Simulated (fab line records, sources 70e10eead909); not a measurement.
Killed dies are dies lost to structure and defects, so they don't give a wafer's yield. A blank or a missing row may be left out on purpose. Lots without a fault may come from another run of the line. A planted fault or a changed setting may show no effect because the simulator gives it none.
Which tool did it? | flow nand_harc | 12 lots, 36 wafers sampled, at 6 steps of a route of 1302

WHAT THE GAUGES READ, wafer by wafer
NHARC_P_M1_CD_MEAS_09: target cd 130 nm. Usual: cd_nm 129.8 nm, standard deviation 0.94.
lot  | measured     | on        | cd_nm (nm)        | flag
L271 | day 6 13:36  | cd_sem-02 | 129.6 128.1 128.2 |
L272 | day 6 16:07  | cd_sem-03 | 129.2 130.3 129.8 |
L275 | day 7 18:16  | cd_sem-02 | 129.8 129.8 129.7 |
L276 | day 8 09:40  | cd_sem-02 | 129.9 129.8 131.5 |
L278 | day 9 05:14  | cd_sem-02 | 130.6 130.6 130.6 |
L279 | day 9 16:34  | cd_sem-01 | 118.3 130.2 131.2 | OFF
L280 | day 10 10:25 | cd_sem-02 | 128.8 128.7 118.9 | OFF
L287 | day 13 01:57 | cd_sem-01 | 129.7 128.9 129.1 |
L289 | day 13 15:54 | cd_sem-02 | 132.0 131.5 130.7 |
L290 | day 14 02:35 | cd_sem-01 | 129.3 129.2 129.3 |
L291 | day 14 20:30 | cd_sem-02 | 128.4 128.6 128.1 |
L293 | day 15 08:00 | cd_sem-01 | 130.6 129.9 129.5 |

NHARC_P_M1_OVL_MEAS_10: pitch 260 nm. Usual: overlay_x_nm 0.0 nm, standard deviation 0.97; overlay_y_nm 0.2 nm, standard deviation 0.79.
lot  | measured     | on         | overlay_x_nm (nm) | overlay_y_nm (nm) | flag
L271 | day 6 13:41  | overlay-01 | 0.6 0.7 0.3       | -0.5 -0.5 0.1     |
L272 | day 6 16:13  | overlay-02 | -1.3 -1.6 -1.9    | -0.6 -1.2 -0.8    |
L275 | day 7 18:20  | overlay-01 | -0.4 -0.3 -0.1    | 0.2 0.1 0.7       |
L276 | day 8 09:46  | overlay-02 | -0.5 -0.1 0.1     | 0.5 1.2 1.4       |
L278 | day 9 05:20  | overlay-02 | -0.3 -1.1 -0.9    | -0.2 -0.3 -0.5    |
L279 | day 9 16:39  | overlay-02 | 2.5 1.5 2.4       | 0.9 0.5 0.6       |
L280 | day 10 10:30 | overlay-01 | -0.5 -1.2 -1.0    | 1.5 1.6 1.1       |
L287 | day 13 02:02 | overlay-01 | -0.2 0.3 0.4      | 0.0 0.6 0.6       |
L289 | day 13 15:59 | overlay-02 | -1.5 -1.5 -1.0    | -0.3 -0.4 -0.2    |
L290 | day 14 02:40 | overlay-02 | 1.0 1.0 1.2       | 0.5 -0.1 0.3      |
L291 | day 14 20:35 | overlay-01 | 1.2 1.4 1.3       | -0.4 0.0 -0.5     |
L293 | day 15 08:05 | overlay-01 | -0.3 -0.3 -0.2    | 0.6 0.3 0.8       |

NHARC_END_SORT_01. Usual: defect_limited_yield 91.1 %, standard deviation 2.8; killed_at_array 55, standard deviation 19; killed_at_other 0.9, standard deviation 1.4; killed_at_periphery 3.8, standard deviation 2.9; killed_dies 60, standard deviation 19; killed_open 3.3, standard deviation 1.8; killed_short 2.6, standard deviation 1.6.
lot  | measured     | on        | defect_limited_yield (%) | killed_at_array | killed_at_other | killed_at_periphery | killed_dies | killed_open | killed_short | flag
L279 | day 28 05:26 | prober-01 | 95.7                     | 25              | 2               | 2                   | 29          | 2           | 3            |
L280 | day 28 23:53 | prober-01 | 88.3                     | 74              | 0               | 5                   | 79          | 2           | 1            |

WHICH TOOL RAN EACH LOT (tool, then ch and the chambers of the sampled wafers, then the start)
lot  | NHARC_P_M0_DEP_32               | NHARC_P_M1_PEB_07                 | NHARC_P_M1_ETCH_15
L271 | pecvd-04 ch 0,2, day 6 12:26    | litho_track-04 ch 0, day 6 13:31  | rie_diel-12 ch 1,2,3, no start
L272 | pecvd-03 ch 1,2, day 6 15:01    | litho_track-01 ch 0, day 6 16:02  | rie_diel-03 ch 0,1, no start
L275 | pecvd-04 ch 0,1,2, day 7 17:08  | litho_track-01 ch 0, day 7 18:11  | rie_diel-02 ch 0,2,3, no start
L276 | pecvd-01 ch 0,2, day 8 08:17    | litho_track-06 ch 0, day 8 09:35  | rie_diel-03 ch 0,1,2, no start
L278 | pecvd-04 ch 0,1,2, day 9 04:01  | litho_track-06 ch 0, day 9 05:10  | rie_diel-12 ch 1,2,3, no start
L279 | pecvd-04 ch 0,1, day 9 15:19    | litho_track-06 ch 0, day 9 16:29  | rie_diel-12 ch 1,3, day 28 05:26 or earlier
L280 | pecvd-01 ch 0,1,2, day 10 09:10 | litho_track-06 ch 0, day 10 10:20 | rie_diel-12 ch 1,2,3, day 28 23:53 or earlier
L287 | pecvd-01 ch 0,1,2, day 13 00:50 | litho_track-01 ch 0, day 13 01:52 | rie_diel-02 ch 0,1,2, no start
L289 | pecvd-04 ch 0,1, day 13 14:47   | litho_track-06 ch 0, day 13 15:49 | rie_diel-12 ch 1,2,3, no start
L290 | pecvd-03 ch 0,1,2, day 14 01:29 | litho_track-01 ch 0, day 14 02:30 | rie_diel-02 ch 0,1,3, no start
L291 | pecvd-01 ch 0,2, day 14 19:25   | litho_track-04 ch 0, day 14 20:25 | rie_diel-02 ch 1,2,3, no start
L293 | pecvd-01 ch 0,2, day 15 06:53   | litho_track-06 ch 0, day 15 07:55 | rie_diel-12 ch 0,1,3, no start
- NHARC_P_M0_DEP_32: deposits SiCN, target thk 30 nm.
- NHARC_P_M1_PEB_07: peb time 65 s.
- NHARC_P_M1_ETCH_15: etches the open film in C4F8/Ar, target depth 182.5 nm, time 91.2 s.

WHAT THE TOOLS THEMSELVES READ (means of the sampled wafers that have a number; where no wafer has one, the mark that the record gives instead)
NHARC_P_M0_DEP_32. Usual: heater_power_w 574 W, standard deviation 75; rf_fwd_power_W 449.2 W, standard deviation 1.3.
lot  | tool     | heater_power_w (W) | rf_fwd_power_W (W) | flag
L271 | pecvd-04 | 671                | 448.1              |
L272 | pecvd-03 | 570                | 449.1              |
L275 | pecvd-04 | 614                | 449.5              |
L276 | pecvd-01 | 612                | 449.2              |
L278 | pecvd-04 | 610                | 448.2              |
L279 | pecvd-04 | 610                | 449.1              |
L280 | pecvd-01 | 541                | 449.1              |
L287 | pecvd-01 | 576                | 449.1              |
L289 | pecvd-04 | 505                | 449.1              |
L290 | pecvd-03 | 548                | 448.9              |
L291 | pecvd-01 | 491                | 449.5              |
L293 | pecvd-01 | 531                | 449.2              |

NHARC_P_M1_PEB_07. Usual: heater_power_total_W 156.6 W, standard deviation 0.43.
lot  | tool           | heater_power_total_W (W) | flag
L271 | litho_track-04 | 156.7                    |
L272 | litho_track-01 | 156.7                    |
L275 | litho_track-01 | 156.4                    |
L276 | litho_track-06 | 156.1                    |
L278 | litho_track-06 | 156.4                    |
L279 | litho_track-06 | 166.4                    | OFF
L280 | litho_track-06 | 166.7                    | OFF
L287 | litho_track-01 | 156.5                    |
L289 | litho_track-06 | 156.4                    |
L290 | litho_track-01 | 156.9                    |
L291 | litho_track-04 | 156.5                    |
L293 | litho_track-06 | 156.9                    |

NHARC_P_M1_ETCH_15. Usual: oes_product_au 0.957 a.u., standard deviation 0.022; rf_fwd_power_W 595.5 W, standard deviation 2.4; rf_vpp_V 440.1 V, standard deviation 2.2.
lot  | tool        | oes_product_au (a.u.) | rf_fwd_power_W (W) | rf_vpp_V (V) | flag
L271 | rie_diel-12 | 0.968                 | 595.0              | 441.5        |
L272 | rie_diel-03 | 0.969                 | 598.1              | 441.7        |
L275 | rie_diel-02 | 0.932                 | 595.0              | 439.2        |
L276 | rie_diel-03 | 0.981                 | 598.7              | 441.2        |
L278 | rie_diel-12 | 0.963                 | 594.8              | 441.3        |
L279 | rie_diel-12 | 0.915                 | 595.1              | 441.9        |
L280 | rie_diel-12 | 0.957                 | 594.2              | 441.9        |
L287 | rie_diel-02 | 0.976                 | 595.8              | 438.9        |
L289 | rie_diel-12 | 0.909                 | 594.4              | 441.4        |
L290 | rie_diel-02 | 0.972                 | 593.0              | 438.7        |
L291 | rie_diel-02 | 0.931                 | 595.6              | 439.4        |
L293 | rie_diel-12 | 0.958                 | 595.9              | 441.1        |

THE ANSWER, worked out from the rows above alone
Rule: a lot is off if the mean of its wafers that have a number lies more than 3 standard deviations from the usual mean. A lot without any number at a reading at which 4 lots or more have one is off too. The other lots that the step has rows for count as sound. The gauges are gone through in route order, then the tools' own readings, and for those a lot's mean is taken as printed above. The first step at which some lot is off is used, and at that step the reading that is off furthest; a lot without a number counts as furthest.
Off: L279, L280, at NHARC_P_M1_CD_MEAS_09 (cd_nm).
A tool fits if, at a process step before that reading, it ran every lot that is off, and no sound lot after the first of them. The gauges at NHARC_P_M1_CD_MEAS_09 aren't tried: what is off there is off at NHARC_P_M1_PEB_07 too, on other tools, and a gauge's error can't cause that. None of those tried fits.

WHAT THE SIMULATOR HAD PUT IN
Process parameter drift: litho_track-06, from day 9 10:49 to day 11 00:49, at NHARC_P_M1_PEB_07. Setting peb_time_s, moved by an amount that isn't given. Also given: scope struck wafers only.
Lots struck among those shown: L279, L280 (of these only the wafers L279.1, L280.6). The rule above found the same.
